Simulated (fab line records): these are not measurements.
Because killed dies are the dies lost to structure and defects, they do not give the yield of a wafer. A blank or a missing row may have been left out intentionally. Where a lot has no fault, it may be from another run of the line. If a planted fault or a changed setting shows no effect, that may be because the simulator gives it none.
Split-lot trial :: flow n5Finfet :: 21 wafers read across 7 lots, on a route 1938 steps long

## THE SPLIT ITSELF
At N5_BEOL_M6_COAT_64 (time 60 s, resist thk 12 nm), the setting spinRpm was moved away from the recipe's 1500 rpm on 9 of the 21 wafers read, by -3.5% to +10.9%. For the rest of the wafers, this setting stayed at what the recipe calls for.

## FROM THE SPLIT TO THE READING: what the file shows between them, 6 steps
- N5_BEOL_M6_EXPOSE_25: exposes mask V5, target cd 40 nm (also split here: doseMj)
- N5_BEOL_M6_PEB_26: peb time 60 s
- N5_BEOL_M6_DEVELOP_27: develop time 30 s
- N5_BEOL_M6_CD_MEAS_28: target cd 40 nm
- N5_BEOL_M6_DESCUM_33: chemistry O2, time 7 s
- N5_BEOL_M6_ETCH_72: etches underlayer in N2/H2, target depth 6.5 nm, time 5.2 s

## THE READING
etch.depthNm (the simulator's own value, which no gauge read), in nm, at N5_BEOL_M6_ETCH_65 (etches SiARC in CF4, target depth 15.6 nm, time 26 s). The file gives no usual value for it. Here, 12 wafers ran the recipe; their average is 12.03 nm with a standard deviation of 0.033 nm.

wafer: L074.2
tool, chamber at the split: lithoTrack-01, 0
spinRpm as run, rpm: 1664
against the recipe: +10.9%
etch.depthNm, nm: 11.33
against lot-mates on the recipe: -0.62

wafer: L074.3
tool, chamber at the split: lithoTrack-01, 0
spinRpm as run, rpm: 1664
against the recipe: +10.9%
etch.depthNm, nm: 11.37
against lot-mates on the recipe: -0.58

wafer: L074.6
tool, chamber at the split: lithoTrack-01, 0
spinRpm as run, rpm: 1500
against the recipe: recipe
etch.depthNm, nm: 11.95
against lot-mates on the recipe: -

wafer: L075.2
tool, chamber at the split: lithoTrack-02, 0
spinRpm as run, rpm: 1500
against the recipe: recipe
etch.depthNm, nm: 12.06
against lot-mates on the recipe: -

wafer: L075.3
tool, chamber at the split: lithoTrack-02, 0
spinRpm as run, rpm: 1500
against the recipe: recipe
etch.depthNm, nm: 12.07
against lot-mates on the recipe: -

wafer: L075.6
tool, chamber at the split: lithoTrack-02, 0
spinRpm as run, rpm: 1500
against the recipe: recipe
etch.depthNm, nm: 12.05
against lot-mates on the recipe: -

wafer: L084.1
tool, chamber at the split: lithoTrack-01, 0
spinRpm as run, rpm: 1604
against the recipe: +6.9%
etch.depthNm, nm: 11.56
against lot-mates on the recipe: -0.44

wafer: L084.5
tool, chamber at the split: lithoTrack-01, 0
spinRpm as run, rpm: 1500
against the recipe: recipe
etch.depthNm, nm: 12.01
against lot-mates on the recipe: -

wafer: L084.6
tool, chamber at the split: lithoTrack-01, 0
spinRpm as run, rpm: 1500
against the recipe: recipe
etch.depthNm, nm: 11.99
against lot-mates on the recipe: -

wafer: L087.3
tool, chamber at the split: lithoTrack-05, 0
spinRpm as run, rpm: 1547
against the recipe: +3.1%
etch.depthNm, nm: 11.83
against lot-mates on the recipe: -0.19

wafer: L087.4
tool, chamber at the split: lithoTrack-05, 0
spinRpm as run, rpm: 1547
against the recipe: +3.1%
etch.depthNm, nm: 11.81
against lot-mates on the recipe: -0.21

wafer: L087.6
tool, chamber at the split: lithoTrack-05, 0
spinRpm as run, rpm: 1500
against the recipe: recipe
etch.depthNm, nm: 12.02
against lot-mates on the recipe: -

wafer: L085.2
tool, chamber at the split: lithoTrack-05, 0
spinRpm as run, rpm: 1500
against the recipe: recipe
etch.depthNm, nm: 12.05
against lot-mates on the recipe: -

wafer: L085.6
tool, chamber at the split: lithoTrack-05, 0
spinRpm as run, rpm: 1500
against the recipe: recipe
etch.depthNm, nm: 12.05
against lot-mates on the recipe: -

wafer: L085.4
tool, chamber at the split: lithoTrack-05, 0
spinRpm as run, rpm: 1448
against the recipe: -3.5%
etch.depthNm, nm: 12.28
against lot-mates on the recipe: +0.23

wafer: L090.2
tool, chamber at the split: lithoTrack-02, 0
spinRpm as run, rpm: 1500
against the recipe: recipe
etch.depthNm, nm: 12.05
against lot-mates on the recipe: -

wafer: L090.3
tool, chamber at the split: lithoTrack-02, 0
spinRpm as run, rpm: 1613
against the recipe: +7.5%
etch.depthNm, nm: 11.58
against lot-mates on the recipe: -0.45

wafer: L090.5
tool, chamber at the split: lithoTrack-02, 0
spinRpm as run, rpm: 1500
against the recipe: recipe
etch.depthNm, nm: 12.01
against lot-mates on the recipe: -

wafer: L088.1
tool, chamber at the split: lithoTrack-05, 0
spinRpm as run, rpm: 1500
against the recipe: recipe
etch.depthNm, nm: 12.01
against lot-mates on the recipe: -

wafer: L088.3
tool, chamber at the split: lithoTrack-05, 0
spinRpm as run, rpm: 1551
against the recipe: +3.4%
etch.depthNm, nm: 11.78
against lot-mates on the recipe: -0.23

wafer: L088.4
tool, chamber at the split: lithoTrack-05, 0
spinRpm as run, rpm: 1551
against the recipe: +3.4%
etch.depthNm, nm: 11.81
against lot-mates on the recipe: -0.20

THE FIT
A straight line over all 21 wafers: etch.depthNm changes by -0.0631 nm for each +1% of spinRpm; r = -0.99; the points scatter about the line by 0.031 nm.
The same after taking each lot's own level away (the mean of its wafers on the recipe; 21 wafers): -0.0576 nm for each +1%; r = -1.00; scatter 0.021 nm.
Per that fit: largest spinRpm move, reading shift of 0.63 nm.
Measured against the standard deviation above, the lots' own levels, which go from 11.950 to 12.060 nm, span 3.3 times it.
The two slopes are in agreement: the lot-to-lot level therefore moves the slope only a little.
Check: for one of the wafers moved furthest among these (+10.9%), held out of the fit, the line's prediction against its lot-mates is -0.638 nm. Against them it came out at -0.62 nm.

## THE OTHER SPLITS THESE WAFERS WENT THROUGH
Other splits were also applied to these wafers ahead of the reading. Each is held against what the fit with the lots' levels taken away leaves over:
other split on the same wafers: N5_BEOL_M6_EXPOSE_25 doseMj
wafers away from the commonest value: 7
r with etch.depthNm (lot level and that fit taken away): -0.09

## THE WHOLE CHAIN: every reading that the file lists as answering this split, in the file's order
step: N5_BEOL_M6_COAT_64
what it does: time 60 s, resist thk 12 nm
reading: SiARC_of_BEOL_M6_COAT_64.thkNm (the simulator's own value, which no gauge read)
change (the file's fit): -0.0557 nm for each +1% of the setting
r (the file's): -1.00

step: N5_BEOL_M6_ETCH_65
what it does: etches SiARC in CF4, target depth 15.6 nm, time 26 s
reading: etch.depthNm (the simulator's own value, which no gauge read)
change (the file's fit): -0.059 nm for each +1% of the setting
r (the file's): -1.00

## FILE'S OWN FIT
etch.depthNm changes by -0.059 nm for each +1% of spinRpm, r = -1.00.
